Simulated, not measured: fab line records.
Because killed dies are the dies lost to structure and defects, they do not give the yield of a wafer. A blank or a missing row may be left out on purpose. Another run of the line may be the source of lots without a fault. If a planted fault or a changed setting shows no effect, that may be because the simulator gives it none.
Chamber matching :: flow nand-harc :: NHARC_A_STAIRCASE_ETCH_169 on rie-diel-12 has 4 sister chambers
The step etches the open film in CH3F/O2, target depth 50 nm, time 107.1 s. 4 wafers are shown with their chamber, then 9 later ones without.

== WAFERS WITH THEIR CHAMBER ==
wafer: L087.2
chamber: 1
showerhead-plenum-p-Torr (Torr): 2.62

wafer: L089.1
chamber: 2
showerhead-plenum-p-Torr (Torr): 2.48

wafer: L089.2
chamber: 3
showerhead-plenum-p-Torr (Torr): 2.56

wafer: L089.3
chamber: 0
showerhead-plenum-p-Torr (Torr): 2.64

== WAFERS WHOSE CHAMBER IS MISSING ==
wafer: L086.3
showerhead-plenum-p-Torr (Torr): 2.64

wafer: L086.5
showerhead-plenum-p-Torr (Torr): 2.62

wafer: L086.6
showerhead-plenum-p-Torr (Torr): 2.48

wafer: L093.3
showerhead-plenum-p-Torr (Torr): 2.64

wafer: L093.5
showerhead-plenum-p-Torr (Torr): 2.62

wafer: L093.6
showerhead-plenum-p-Torr (Torr): 2.64

wafer: L096.2
showerhead-plenum-p-Torr (Torr): 2.61

wafer: L096.3
showerhead-plenum-p-Torr (Torr): 2.48

wafer: L096.6
showerhead-plenum-p-Torr (Torr): 2.63

== WHICH CHAMBER EACH WENT THROUGH ==
wafer: L086.3
from the rows above: 0
in truth: 0

wafer: L086.5
from the rows above: 1
in truth: 1

wafer: L086.6
from the rows above: 2
in truth: 2

wafer: L093.3
from the rows above: 0
in truth: 0

wafer: L093.5
from the rows above: 1
in truth: 1

wafer: L093.6
from the rows above: 0
in truth: 0

wafer: L096.2
from the rows above: 1
in truth: 1

wafer: L096.3
from the rows above: 2
in truth: 2

wafer: L096.6
from the rows above: can't be placed: 1 or 0
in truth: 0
Placed correctly: 8 of 9. Not placeable from these rows: 1 (in 1, the candidates include the true chamber). 0 placed wrongly.
How it was worked out, from the rows above alone: a wafer's distance from a chamber is the root of the sum, over the readings, of the square of ((its reading less the chamber's mean) divided by the reading's scatter). The wafer belongs to the nearest chamber; if the next one is less than 2 further off, it can't be placed. For every chamber, the mean is computed from those of its wafers that are shown. The scatter (one wafer shown for each chamber): square how far every hidden wafer sits from the nearest shown wafer, average those squares and take the square root.
